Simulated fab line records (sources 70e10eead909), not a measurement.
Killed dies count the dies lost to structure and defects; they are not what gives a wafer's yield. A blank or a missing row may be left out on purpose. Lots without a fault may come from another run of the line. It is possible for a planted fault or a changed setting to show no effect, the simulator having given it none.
Which of the tools did it? :: flow nand-harc :: 36 wafers from 12 lots sampled at 5 of the route's 1159 steps

## WHAT THE GAUGES READ, wafer by wafer
NHARC_P_BONDPAD_CD_MEAS_09: the cd target is 500 nm. Usual: cd-nm reads 500.1 nm (standard deviation 2.1).
lot: L586
measured: day 6 20:15
on: cd-sem-03
cd-nm (nm): 496.1 500.1 500.7
flag: 

lot: L584
measured: day 6 20:20
on: cd-sem-03
cd-nm (nm): 500.6 501.1 499.8
flag: 

lot: L587
measured: day 7 05:45
on: cd-sem-02
cd-nm (nm): 500.5 501.3 498.8
flag: 

lot: L594
measured: day 9 02:13
on: cd-sem-01
cd-nm (nm): 494.8 499.4 499.4
flag: 

lot: L596
measured: day 9 13:21
on: cd-sem-01
cd-nm (nm): 496.3 498.1 497.7
flag: 

lot: L598
measured: day 10 15:32
on: cd-sem-03
cd-nm (nm): 502.5 500.6 500.6
flag: 

lot: L601
measured: day 10 16:39
on: cd-sem-01
cd-nm (nm): 499.8 496.0 496.2
flag: 

lot: L602
measured: day 11 01:05
on: cd-sem-03
cd-nm (nm): 501.7 502.5 502.4
flag: 

lot: L603
measured: day 11 01:22
on: cd-sem-01
cd-nm (nm): 502.1 502.7 499.2
flag: 

lot: L604
measured: day 11 04:40
on: cd-sem-02
cd-nm (nm): 500.1 500.6 500.8
flag: 

lot: L605
measured: day 11 11:34
on: cd-sem-03
cd-nm (nm): 501.5 505.3 499.6
flag: 

lot: L607
measured: day 11 23:28
on: cd-sem-03
cd-nm (nm): 499.5 500.0 503.9
flag: 

NHARC_END_SORT_01. Usual: defect-limited-yield 95.1 %, standard deviation 1.6; killed-at-array 29, standard deviation 11; killed-at-other 0.6, standard deviation 1; killed-at-periphery 3.1, standard deviation 2.1; killed-dies 33, standard deviation 11; killed-open 3.1, standard deviation 1.9; killed-short 1.9, standard deviation 1.5; sort_bin_2_pct 1.5 %, standard deviation 0.66; sort_bin_3_pct 0.29 %, standard deviation 0.23; sort_bin_4_pct 3.1 %, standard deviation 0.98; sort-n-pass 644, standard deviation 11; sort-rim-yield-pct 96.9 %, standard deviation 2.3; sort-yield-pct 95.1 %, standard deviation 1.6.
lot: L584
measured: day 20 01:26
on: prober-02
defect-limited-yield (%): 94.5 94.4 93.9
killed-at-array: 33 34 39
killed-at-other: 0 0 0
killed-at-periphery: 4 4 2
killed-dies: 37 38 41
killed-open: 3 4 2
killed-short: 3 1 3
sort_bin_2_pct (%): 2.1 2.5 1.6
sort_bin_3_pct (%): 0.30 0.30 0.15
sort_bin_4_pct (%): 3.1 2.8 4.3
sort-n-pass: 640 639 636
sort-rim-yield-pct (%): 97.2 96.2 95.3
sort-yield-pct (%): 94.5 94.4 93.9
flag: 

lot: L594
measured: day 22 11:31
on: prober-01
defect-limited-yield (%): 96.9 95.9 97.3
killed-at-array: 18 27 14
killed-at-other: 0 0 0
killed-at-periphery: 3 1 4
killed-dies: 21 28 18
killed-open: 5 10 5
killed-short: 1 2 1
sort_bin_2_pct (%): 0.7 1.3 0.4
sort_bin_3_pct (%): 0 0.15 0
sort_bin_4_pct (%): 2.4 2.7 2.2
sort-n-pass: 656 649 659
sort-rim-yield-pct (%): 96.2 93.4 97.2
sort-yield-pct (%): 96.9 95.9 97.3
flag: 

lot: L596
measured: day 23 02:41
on: prober-01
defect-limited-yield (%): 96.2 95.7 95.4
killed-at-array: 25 26 29
killed-at-other: 0 0 0
killed-at-periphery: 1 3 2
killed-dies: 26 29 31
killed-open: 3 0 1
killed-short: 1 3 2
sort_bin_2_pct (%): 1.2 1.5 1.0
sort_bin_3_pct (%): 0.30 0 0
sort_bin_4_pct (%): 2.4 2.8 3.5
sort-n-pass: 651 648 646
sort-rim-yield-pct (%): 99.1 100.0 99.1
sort-yield-pct (%): 96.2 95.7 95.4
flag: 

lot: L603
measured: day 23 21:01
on: prober-02
defect-limited-yield (%): 94.4 95.9 97.0
killed-at-array: 33 27 16
killed-at-other: 0 0 0
killed-at-periphery: 5 1 4
killed-dies: 38 28 20
killed-open: 8 3 2
killed-short: 2 0 1
sort_bin_2_pct (%): 1.3 1.6 0.7
sort_bin_3_pct (%): 0.15 0.15 0.30
sort_bin_4_pct (%): 4.1 2.4 1.9
sort-n-pass: 639 649 657
sort-rim-yield-pct (%): 97.2 100.0 97.2
sort-yield-pct (%): 94.4 95.9 97.0
flag: 

## EACH LOT AND THE TOOL THAT RAN IT (in order: tool; ch and the chambers of the sampled wafers; start)
lot: L586
NHARC_P_M2_ETCH_28: rie-diel-03 ch 1,3, day 6 19:37 or earlier
NHARC_P_BONDPAD_CMP_32: cmp-02 ch 0,1,3, day 6 19:37
NHARC_P_BONDPAD_SOFTBAKE_04: litho-track-03 ch 0, day 6 19:00

lot: L584
NHARC_P_M2_ETCH_28: rie-diel-05 ch 1,2,3, day 6 19:39 or earlier
NHARC_P_BONDPAD_CMP_32: cmp-03 ch 0,2,3, day 6 19:39
NHARC_P_BONDPAD_SOFTBAKE_04: litho-track-03 ch 0, day 6 20:00

lot: L587
NHARC_P_M2_ETCH_28: rie-diel-05 ch 0,2,3, day 7 04:56 or earlier
NHARC_P_BONDPAD_CMP_32: cmp-02 ch 1,2,3, day 7 04:56
NHARC_P_BONDPAD_SOFTBAKE_04: litho-track-05 ch 0, day 7 05:00

lot: L594
NHARC_P_M2_ETCH_28: rie-diel-05 ch 0,2,3, day 9 01:23 or earlier
NHARC_P_BONDPAD_CMP_32: cmp-03 ch 0,2,3, day 9 01:23
NHARC_P_BONDPAD_SOFTBAKE_04: litho-track-03 ch 0, day 9 01:00

lot: L596
NHARC_P_M2_ETCH_28: rie-diel-12 ch 0,1,3, day 9 12:32 or earlier
NHARC_P_BONDPAD_CMP_32: cmp-03 ch 0,1,3, day 9 12:32
NHARC_P_BONDPAD_SOFTBAKE_04: litho-track-03 ch 0, day 9 12:00

lot: L598
NHARC_P_M2_ETCH_28: rie-diel-05 ch 0,2,3, day 10 14:43 or earlier
NHARC_P_BONDPAD_CMP_32: cmp-04 ch 0,1,3, day 10 14:43
NHARC_P_BONDPAD_SOFTBAKE_04: litho-track-07 ch 0, day 10 15:00

lot: L601
NHARC_P_M2_ETCH_28: rie-diel-05 ch 0,2, day 10 15:52 or earlier
NHARC_P_BONDPAD_CMP_32: cmp-04 ch 1,2,3, day 10 15:52
NHARC_P_BONDPAD_SOFTBAKE_04: litho-track-07 ch 0, day 10 16:00

lot: L602
NHARC_P_M2_ETCH_28: rie-diel-05 ch 1,2, day 11 00:17 or earlier
NHARC_P_BONDPAD_CMP_32: cmp-03 ch 0,2, day 11 00:17
NHARC_P_BONDPAD_SOFTBAKE_04: litho-track-07 ch 0, day 11 00:00

lot: L603
NHARC_P_M2_ETCH_28: rie-diel-05 ch 0,2, day 11 00:42 or earlier
NHARC_P_BONDPAD_CMP_32: cmp-04 ch 0,1,2, day 11 00:42
NHARC_P_BONDPAD_SOFTBAKE_04: litho-track-07 ch 0, day 11 01:00

lot: L604
NHARC_P_M2_ETCH_28: rie-diel-05 ch 0,1,3, day 11 03:50 or earlier
NHARC_P_BONDPAD_CMP_32: cmp-02 ch 0,1,3, day 11 03:50
NHARC_P_BONDPAD_SOFTBAKE_04: litho-track-05 ch 0, day 11 04:00

lot: L605
NHARC_P_M2_ETCH_28: rie-diel-05 ch 0,1,2, day 11 10:54 or earlier
NHARC_P_BONDPAD_CMP_32: cmp-02 ch 0,2,3, day 11 10:54
NHARC_P_BONDPAD_SOFTBAKE_04: litho-track-05 ch 0, day 11 11:00

lot: L607
NHARC_P_M2_ETCH_28: rie-diel-05 ch 0,2,3, day 11 22:40 or earlier
NHARC_P_BONDPAD_CMP_32: cmp-04 ch 1,2, day 11 22:40
NHARC_P_BONDPAD_SOFTBAKE_04: litho-track-05 ch 0, day 11 23:00
- NHARC_P_M2_ETCH_28: etches the open film in CF4/N2, target depth 30 nm, time 72.99 s.
- NHARC_P_BONDPAD_CMP_32: polishes SiCN, target thk 200 nm.
- NHARC_P_BONDPAD_SOFTBAKE_04: time 70 s.

## WHAT THE TOOLS THEMSELVES READ (means of the sampled wafers that have a number; where no wafer has one, the mark that the record gives instead)
NHARC_P_M2_ETCH_28. Usual: drypump-motor-current-A 5.55 A, standard deviation 0.22; n2-flow-sccm 100.01 sccm, standard deviation 0.29; oes-product-au 0.995 a.u., standard deviation 0.014; rf-vpp-V 313.4 V, standard deviation 1.8; showerhead-plenum-p-Torr 2.57 Torr, standard deviation 0.096; throttle-valve-pct 19.795 %, standard deviation 0.0092.
lot: L586
tool: rie-diel-03
drypump-motor-current-A (A): 5.24
n2-flow-sccm (sccm): 100.01
oes-product-au (a.u.): 0.991
rf-vpp-V (V): 312.5
showerhead-plenum-p-Torr (Torr): 2.55
throttle-valve-pct (%): 19.796
flag: 

lot: L584
tool: rie-diel-05
drypump-motor-current-A (A): 5.50
n2-flow-sccm (sccm): 100.20
oes-product-au (a.u.): 1.012
rf-vpp-V (V): 311.8
showerhead-plenum-p-Torr (Torr): 2.52
throttle-valve-pct (%): 19.801
flag: 

lot: L587
tool: rie-diel-05
drypump-motor-current-A (A): 5.63
n2-flow-sccm (sccm): 99.87
oes-product-au (a.u.): 1.013
rf-vpp-V (V): 314.8
showerhead-plenum-p-Torr (Torr): 2.59
throttle-valve-pct (%): 19.790
flag: 

lot: L594
tool: rie-diel-05
drypump-motor-current-A (A): 5.61
n2-flow-sccm (sccm): 100.00
oes-product-au (a.u.): 0.985
rf-vpp-V (V): 313.6
showerhead-plenum-p-Torr (Torr): 2.59
throttle-valve-pct (%): 19.789
flag: 

lot: L596
tool: rie-diel-12
drypump-motor-current-A (A): 5.82
n2-flow-sccm (sccm): 100.02
oes-product-au (a.u.): 1.001
rf-vpp-V (V): 313.1
showerhead-plenum-p-Torr (Torr): 2.57
throttle-valve-pct (%): 19.796
flag: 

lot: L598
tool: rie-diel-05
drypump-motor-current-A (A): 5.62
n2-flow-sccm (sccm): 100.02
oes-product-au (a.u.): 0.989
rf-vpp-V (V): 314.2
showerhead-plenum-p-Torr (Torr): 2.59
throttle-valve-pct (%): 19.796
flag: 

lot: L601
tool: rie-diel-05
drypump-motor-current-A (A): 5.73
n2-flow-sccm (sccm): 100.38
oes-product-au (a.u.): 0.978
rf-vpp-V (V): 313.5
showerhead-plenum-p-Torr (Torr): 2.60
throttle-valve-pct (%): 19.800
flag: 

lot: L602
tool: rie-diel-05
drypump-motor-current-A (A): 5.63
n2-flow-sccm (sccm): 100.11
oes-product-au (a.u.): 0.992
rf-vpp-V (V): 311.4
showerhead-plenum-p-Torr (Torr): 2.47
throttle-valve-pct (%): 19.790
flag: 

lot: L603
tool: rie-diel-05
drypump-motor-current-A (A): 5.73
n2-flow-sccm (sccm): 99.84
oes-product-au (a.u.): 0.980
rf-vpp-V (V): 314.0
showerhead-plenum-p-Torr (Torr): 2.60
throttle-valve-pct (%): 19.796
flag: 

lot: L604
tool: rie-diel-05
drypump-motor-current-A (A): 5.50
n2-flow-sccm (sccm): 99.99
oes-product-au (a.u.): 0.991
rf-vpp-V (V): 313.7
showerhead-plenum-p-Torr (Torr): 2.58
throttle-valve-pct (%): 19.796
flag: 

lot: L605
tool: rie-diel-05
drypump-motor-current-A (A): 5.62
n2-flow-sccm (sccm): 99.57
oes-product-au (a.u.): 0.992
rf-vpp-V (V): 313.0
showerhead-plenum-p-Torr (Torr): 2.53
throttle-valve-pct (%): 19.797
flag: 

lot: L607
tool: rie-diel-05
drypump-motor-current-A (A): 5.60
n2-flow-sccm (sccm): 100.00
oes-product-au (a.u.): 0.994
rf-vpp-V (V): 313.9
showerhead-plenum-p-Torr (Torr): 2.59
throttle-valve-pct (%): 19.788
flag: 

NHARC_P_BONDPAD_CMP_32. Usual: motor-current-A 12.1 A, standard deviation 1.1; slurry-filter-dp-kPa 13.48 kPa, standard deviation 0.14.
lot: L586
tool: cmp-02
motor-current-A (A): 11.7
slurry-filter-dp-kPa (kPa): 13.57
flag: 

lot: L584
tool: cmp-03
motor-current-A (A): 12.4
slurry-filter-dp-kPa (kPa): 13.57
flag: 

lot: L587
tool: cmp-02
motor-current-A (A): 11.9
slurry-filter-dp-kPa (kPa): 13.57
flag: 

lot: L594
tool: cmp-03
motor-current-A (A): 12.2
slurry-filter-dp-kPa (kPa): 13.38
flag: 

lot: L596
tool: cmp-03
motor-current-A (A): 12.3
slurry-filter-dp-kPa (kPa): 13.75
flag: 

lot: L598
tool: cmp-04
motor-current-A (A): 13.1
slurry-filter-dp-kPa (kPa): 13.39
flag: 

lot: L601
tool: cmp-04
motor-current-A (A): 12.4
slurry-filter-dp-kPa (kPa): 13.51
flag: 

lot: L602
tool: cmp-03
motor-current-A (A): 11.8
slurry-filter-dp-kPa (kPa): 13.56
flag: 

lot: L603
tool: cmp-04
motor-current-A (A): 12.0
slurry-filter-dp-kPa (kPa): 13.51
flag: 

lot: L604
tool: cmp-02
motor-current-A (A): 11.8
slurry-filter-dp-kPa (kPa): 13.40
flag: 

lot: L605
tool: cmp-02
motor-current-A (A): 12.0
slurry-filter-dp-kPa (kPa): 13.54
flag: 

lot: L607
tool: cmp-04
motor-current-A (A): 11.9
slurry-filter-dp-kPa (kPa): 13.47
flag: 

NHARC_P_BONDPAD_SOFTBAKE_04. Usual: heater-power-total-W 200.8 W, standard deviation 1.3; plate-temp-C 125.01 C, standard deviation 0.14.
lot: L586
tool: litho-track-03
heater-power-total-W (W): 200.3
plate-temp-C (C): 125.04
flag: 

lot: L584
tool: litho-track-03
heater-power-total-W (W): 200.6
plate-temp-C (C): 125.04
flag: 

lot: L587
tool: litho-track-05
heater-power-total-W (W): 199.9
plate-temp-C (C): 125.05
flag: 

lot: L594
tool: litho-track-03
heater-power-total-W (W): 209.1
plate-temp-C (C): 128.74
flag: OFF

lot: L596
tool: litho-track-03
heater-power-total-W (W): 209.2
plate-temp-C (C): 128.66
flag: OFF

lot: L598
tool: litho-track-07
heater-power-total-W (W): 200.7
plate-temp-C (C): 125.19
flag: 

lot: L601
tool: litho-track-07
heater-power-total-W (W): 200.7
plate-temp-C (C): 125.00
flag: 

lot: L602
tool: litho-track-07
heater-power-total-W (W): 200.5
plate-temp-C (C): 125.01
flag: 

lot: L603
tool: litho-track-07
heater-power-total-W (W): 200.9
plate-temp-C (C): 124.97
flag: 

lot: L604
tool: litho-track-05
heater-power-total-W (W): 201.0
plate-temp-C (C): 125.05
flag: 

lot: L605
tool: litho-track-05
heater-power-total-W (W): 201.9
plate-temp-C (C): 125.25
flag: 

lot: L607
tool: litho-track-05
heater-power-total-W (W): 199.9
plate-temp-C (C): 124.78
flag: 

## THE ANSWER, worked out from the rows above alone
Rule: lot off if the mean of its wafers having a number is beyond 3 standard deviations from the usual mean. A lot without any number at a reading at which 4 lots or more have one is off too. The other lots that the step has rows for count as sound. After the gauges, taken in route order, come the tools' own readings; for these a lot's mean is taken, as printed above. At the first step where some lot is off, the reading lying furthest off is the one used; lots without a number count as furthest.
Off: L594, L596, at NHARC_P_BONDPAD_SOFTBAKE_04 (plate-temp-C).
A tool fits if, at that step or a process step before it, it ran every lot that is off, and no sound lot after the first of them. NHARC_P_M2_ETCH_28: start missing for some lots; hours and lot order therefore follow NHARC_P_BONDPAD_CMP_32. One fits: NHARC_P_BONDPAD_SOFTBAKE_04 on litho-track-03. Its last sound lot is L584 (day 6 20:00), its first lot that is off L594 (day 9 01:00): a fault that began between those two fits.
The tool's own readings at NHARC_P_BONDPAD_SOFTBAKE_04 bear it out: on the lots that are off they differ by more than 5 times the standard deviation of the sound lots' means. heater-power-total-W reads 209.1 W there against 200.6 W on the sound lots; plate-temp-C reads 128.70 C there against 125.04 C on the sound lots.

## WHAT THE SIMULATOR HAD PUT IN
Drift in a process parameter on litho-track-03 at NHARC_P_BONDPAD_SOFTBAKE_04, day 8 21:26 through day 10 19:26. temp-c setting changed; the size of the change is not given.
Shown lots that were struck: L594, L596. The rule given above showed the same thing.
